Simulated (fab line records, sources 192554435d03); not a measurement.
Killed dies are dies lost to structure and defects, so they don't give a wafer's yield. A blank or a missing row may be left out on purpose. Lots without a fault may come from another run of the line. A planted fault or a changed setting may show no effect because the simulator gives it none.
A struck lot beside a sound one | flow n5_finfet | 16 steps out of a route of 1938
Sound: wafers L701.1, L701.2, L701.4. Struck: wafers L704.2, L704.3, L704.6. The cause comes at the end.
At each step with rows: each side's tool, then ch and its chambers, then its first start. Under that, the readings that differ: sound wafers | struck wafers | difference of the means | sigmas: that difference in standard deviations of wafers without a fault.
alike: readings whose means differ by less than 2 such deviations, and words and numbers that are the same on both sides. not compared: withheld readings, readings that some wafer has no value for, bounds like >300 that may hide the same value, and numbers for which the record gives no deviation and whose values overlap.
The two part at a step that has a row with sigmas, a row that says differs or no value, or rows on one side only. Numbers that don't overlap but have no deviation are shown without sigmas and don't part them. A reading that every wafer of one side lacks parts them only if that side has two wafers or more.

first, 8 steps without rows for these wafers: N5_WELL_APT_HMDS_01 (time 60 s); N5_WELL_APT_COAT_02 (resist thk 950 nm); N5_WELL_APT_EBR_04; N5_WELL_APT_SOFTBAKE_03 (time 60 s); N5_WELL_APT_EXPOSE_05 (exposes mask NWELL, defocus 0 nm, target cd 200 nm); N5_WELL_APT_PEB_06 (peb time 90 s); N5_WELL_APT_DEVELOP_07 (develop time 45 s); N5_WELL_APT_HARDBAKE_12 (time 120 s).
N5_WELL_APT_CD_MEAS_08: target cd 200 nm.
  sound on cd_sem-01 ch 0, day 2 01:34; struck on cd_sem-03 ch 0, day 2 19:41
  alike: cd_nm
N5_WELL_APT_OVL_MEAS_09:
  sound on overlay-01 ch 0, day 2 01:35; struck on overlay-02 ch 0, day 2 19:43
  alike: NWELL_OVL
N5_WELL_APT_INSPECT_10: inspects for defects (macro).
  sound on defect_inspect-02, day 2 01:37; struck on defect_inspect-02, day 2 19:45
  reading          | sound | struck | difference | sigmas
  raw_defect_count | 6 3 2 | 0 2 0  | -3         | -2
N5_WELL_APT_DESCUM_13: chemistry O2, time 7.9 s.
  sound on rie_diel-06 ch 0,1, day 2 01:38; struck on rie_diel-01 ch 2,3, day 2 19:47
  alike: drypump_motor_current_A, oes_product_au, rf_vpp_V, showerhead_plenum_p_Torr, throttle_valve_pct
  not compared: rf_hours_counter_h
N5_WELL_APT_IMPLANT_14:
  sound on implanter-02 ch 0, day 2 01:44; struck on implanter-01 ch 0, day 2 20:17
  alike: dose_ions_cm2, rotation_deg
then, 1 step without rows for these wafers: N5_WELL_APT_IMPLANT_15.
-- the record jumps here: 6 days lie between the struck wafers' starts before and after (it left off in module WELL_APT and takes up again in module BEOL_M4, whose first step shown is number 1111 of the route) --
N5_BEOL_M4_RC_MEAS_101:
  sound on prober-01 ch 0, day 8 18:14; struck on prober-01 ch 0, day 9 03:05
  alike: DIBL_N, DIBL_P, IOFF_N, IOFF_P, ION_N, ION_P, SS_N, SS_P, VT_N, VT_P
-- the record jumps here: 5 days lie between the struck wafers' starts before and after (it left off in module BEOL_M4 and takes up again in module PASSIVATION, whose first step shown is number 1936 of the route) --
N5_PASSIVATION_PROBE_49:
  the record has rows for the struck wafers here (prober-02, day 14 04:13) and none for the sound ones

WHERE THEY PART
First at N5_WELL_APT_INSPECT_10; last, within this record, at N5_PASSIVATION_PROBE_49.

WHY: what the simulator had put in
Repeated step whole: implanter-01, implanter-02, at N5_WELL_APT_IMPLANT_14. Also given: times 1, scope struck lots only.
